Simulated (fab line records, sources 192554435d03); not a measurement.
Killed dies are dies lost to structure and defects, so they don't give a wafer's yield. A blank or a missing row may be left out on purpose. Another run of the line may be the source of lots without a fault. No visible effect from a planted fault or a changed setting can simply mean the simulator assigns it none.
Lot-split experiment :: flow n5Finfet :: 7 lots, 39 wafers read, on a route of 1938 steps

## THE SPLIT ITSELF
At N5_MOL_CONTACT_COAG_EXPOSE_37 (exposes mask VD, defocus 0 nm), the setting doseMj was moved away from the recipe's 62 on 12 of the 39 wafers read, by -7.4% to +6.3%. All remaining wafers had this setting at the recipe value.

## FROM THE SPLIT TO THE READING: what the file shows between them, 5 steps
- N5_MOL_CONTACT_COAG_PEB_38: peb time 60 s
- N5_MOL_CONTACT_COAG_DEVELOP_39: develop time 30 s
- N5_MOL_CONTACT_COAG_CD_MEAS_40: target cd 25.1 nm
- N5_MOL_CONTACT_COAG_PRECLEAN_138: cleans in alkaline clean, time 60 s
- N5_MOL_CONTACT_COAG_SRD_139: time 30 s

## THE READING
cdNm, in nm, at N5_MOL_CONTACT_COAG_CD_MEAS_101 (target cd 16 nm). On this fab line, fault-free wafers typically give 15.94 nm with a standard deviation of 0.28 nm.

wafer: L076.1
tool, chamber at the split: euvScanner-02, 0
doseMj as run: 62
against the recipe: recipe
cdNm, nm: 15.84
against lot-mates on the recipe: -

wafer: L076.2
tool, chamber at the split: euvScanner-02, 0
doseMj as run: 62
against the recipe: recipe
cdNm, nm: 16.20
against lot-mates on the recipe: -

wafer: L076.3
tool, chamber at the split: euvScanner-02, 0
doseMj as run: 62
against the recipe: recipe
cdNm, nm: 15.87
against lot-mates on the recipe: -

wafer: L076.4
tool, chamber at the split: euvScanner-02, 0
doseMj as run: 62
against the recipe: recipe
cdNm, nm: 16.01
against lot-mates on the recipe: -

wafer: L076.5
tool, chamber at the split: euvScanner-02, 0
doseMj as run: 62
against the recipe: recipe
cdNm, nm: 15.73
against lot-mates on the recipe: -

wafer: L076.6
tool, chamber at the split: euvScanner-02, 0
doseMj as run: 62
against the recipe: recipe
cdNm, nm: 16.07
against lot-mates on the recipe: -

wafer: L078.1
tool, chamber at the split: euvScanner-02, 0
doseMj as run: 62
against the recipe: recipe
cdNm, nm: 15.71
against lot-mates on the recipe: -

wafer: L078.2
tool, chamber at the split: euvScanner-02, 0
doseMj as run: 58.18
against the recipe: -6.2%
cdNm, nm: 14.72
against lot-mates on the recipe: -1.36

wafer: L078.3
tool, chamber at the split: euvScanner-02, 0
doseMj as run: 62
against the recipe: recipe
cdNm, nm: 16.21
against lot-mates on the recipe: -

wafer: L078.4
tool, chamber at the split: euvScanner-02, 0
doseMj as run: 58.18
against the recipe: -6.2%
cdNm, nm: 14.68
against lot-mates on the recipe: -1.40

wafer: L078.5
tool, chamber at the split: euvScanner-02, 0
doseMj as run: 62
against the recipe: recipe
cdNm, nm: 16.31
against lot-mates on the recipe: -

wafer: L078.6
tool, chamber at the split: euvScanner-02, 0
doseMj as run: 58.18
against the recipe: -6.2%
cdNm, nm: 14.81
against lot-mates on the recipe: -1.27

wafer: L083.1
tool, chamber at the split: euvScanner-01, 0
doseMj as run: 57.43
against the recipe: -7.4%
cdNm, nm: 14.20
against lot-mates on the recipe: -1.62

wafer: L083.2
tool, chamber at the split: euvScanner-01, 0
doseMj as run: 62
against the recipe: recipe
cdNm, nm: 15.79
against lot-mates on the recipe: -

wafer: L083.3
tool, chamber at the split: euvScanner-01, 0
doseMj as run: 57.43
against the recipe: -7.4%
cdNm, nm: 14.29
against lot-mates on the recipe: -1.53

wafer: L083.4
tool, chamber at the split: euvScanner-01, 0
doseMj as run: 62
against the recipe: recipe
cdNm, nm: 15.77
against lot-mates on the recipe: -

wafer: L083.5
tool, chamber at the split: euvScanner-01, 0
doseMj as run: 62
against the recipe: recipe
cdNm, nm: 15.89
against lot-mates on the recipe: -

wafer: L083.6
tool, chamber at the split: euvScanner-01, 0
doseMj as run: 57.43
against the recipe: -7.4%
cdNm, nm: 14.48
against lot-mates on the recipe: -1.34

wafer: L090.1
tool, chamber at the split: euvScanner-01, 0
doseMj as run: 58.2
against the recipe: -6.1%
cdNm, nm: 14.51
against lot-mates on the recipe: -1.28

wafer: L090.2
tool, chamber at the split: euvScanner-01, 0
doseMj as run: 62
against the recipe: recipe
cdNm, nm: 15.60
against lot-mates on the recipe: -

wafer: L090.3
tool, chamber at the split: euvScanner-01, 0
doseMj as run: 58.2
against the recipe: -6.1%
cdNm, nm: 14.75
against lot-mates on the recipe: -1.04

wafer: L090.4
tool, chamber at the split: euvScanner-01, 0
doseMj as run: 62
against the recipe: recipe
cdNm, nm: 15.92
against lot-mates on the recipe: -

wafer: L090.5
tool, chamber at the split: euvScanner-01, 0
doseMj as run: 58.2
against the recipe: -6.1%
cdNm, nm: 13.99
against lot-mates on the recipe: -1.80

wafer: L090.6
tool, chamber at the split: euvScanner-01, 0
doseMj as run: 62
against the recipe: recipe
cdNm, nm: 15.86
against lot-mates on the recipe: -

wafer: L091.1
tool, chamber at the split: euvScanner-01, 0
doseMj as run: 62
against the recipe: recipe
cdNm, nm: 16.01
against lot-mates on the recipe: -

wafer: L091.2
tool, chamber at the split: euvScanner-01, 0
doseMj as run: 62
against the recipe: recipe
cdNm, nm: 16.44
against lot-mates on the recipe: -

wafer: L091.3
tool, chamber at the split: euvScanner-01, 0
doseMj as run: 62
against the recipe: recipe
cdNm, nm: 15.87
against lot-mates on the recipe: -

wafer: L091.4
tool, chamber at the split: euvScanner-01, 0
doseMj as run: 62
against the recipe: recipe
cdNm, nm: 15.87
against lot-mates on the recipe: -

wafer: L091.5
tool, chamber at the split: euvScanner-01, 0
doseMj as run: 62
against the recipe: recipe
cdNm, nm: 16.16
against lot-mates on the recipe: -

wafer: L091.6
tool, chamber at the split: euvScanner-01, 0
doseMj as run: 62
against the recipe: recipe
cdNm, nm: 15.78
against lot-mates on the recipe: -

wafer: L093.1
tool, chamber at the split: euvScanner-02, 0
doseMj as run: 65.89
against the recipe: +6.3%
cdNm, nm: 17.01
against lot-mates on the recipe: +1.32

wafer: L093.2
tool, chamber at the split: euvScanner-02, 0
doseMj as run: 62
against the recipe: recipe
cdNm, nm: 15.65
against lot-mates on the recipe: -

wafer: L093.3
tool, chamber at the split: euvScanner-02, 0
doseMj as run: 65.89
against the recipe: +6.3%
cdNm, nm: 17.09
against lot-mates on the recipe: +1.40

wafer: L093.4
tool, chamber at the split: euvScanner-02, 0
doseMj as run: 62
against the recipe: recipe
cdNm, nm: 15.55
against lot-mates on the recipe: -

wafer: L093.5
tool, chamber at the split: euvScanner-02, 0
doseMj as run: 65.89
against the recipe: +6.3%
cdNm, nm: 16.32
against lot-mates on the recipe: +0.63

wafer: L093.6
tool, chamber at the split: euvScanner-02, 0
doseMj as run: 62
against the recipe: recipe
cdNm, nm: 15.86
against lot-mates on the recipe: -

wafer: L097.1
tool, chamber at the split: euvScanner-02, 0
doseMj as run: 62
against the recipe: recipe
cdNm, nm: 15.98
against lot-mates on the recipe: -

wafer: L097.4
tool, chamber at the split: euvScanner-02, 0
doseMj as run: 62
against the recipe: recipe
cdNm, nm: 16.15
against lot-mates on the recipe: -

wafer: L097.5
tool, chamber at the split: euvScanner-02, 0
doseMj as run: 62
against the recipe: recipe
cdNm, nm: 16.13
against lot-mates on the recipe: -

FIT RESULTS
A straight line over all 39 wafers: cdNm changes by +0.196 nm for each +1% of doseMj; r = +0.94; the points scatter about the line by 0.26 nm.
The same after taking each lot's own level away (the mean of its wafers on the recipe; 39 wafers): +0.203 nm for each +1%; r = +0.96; scatter 0.21 nm.
According to that fit, moving doseMj by its largest amount changes the reading by 1.5 nm.
From 15.687 to 16.087 nm: that is the span of the lots' own levels, equal to 1.4 times the standard deviation above.
So the lot-to-lot level changes the slope little: the two slopes agree.
Check: -1.51 nm against its lot-mates is what the line predicts for one of the wafers moved furthest among these (-7.4%) when that wafer is left out of the fit. It came out at -1.62 nm against them.

## THE WHOLE CHAIN: every reading that the file lists as answering this split, in the file's order
step: N5_MOL_CONTACT_COAG_CD_MEAS_40
what it does: target cd 25.1 nm
reading: cdNm
change (the file's fit): +0.193 nm for each +1% of the setting
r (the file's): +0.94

step: N5_MOL_CONTACT_COAG_CD_MEAS_101
what it does: target cd 16 nm
reading: cdNm
change (the file's fit): +0.205 nm for each +1% of the setting
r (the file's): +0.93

## FILE'S OWN FIT
cdNm changes by +0.205 nm for each +1% of doseMj, r = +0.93.
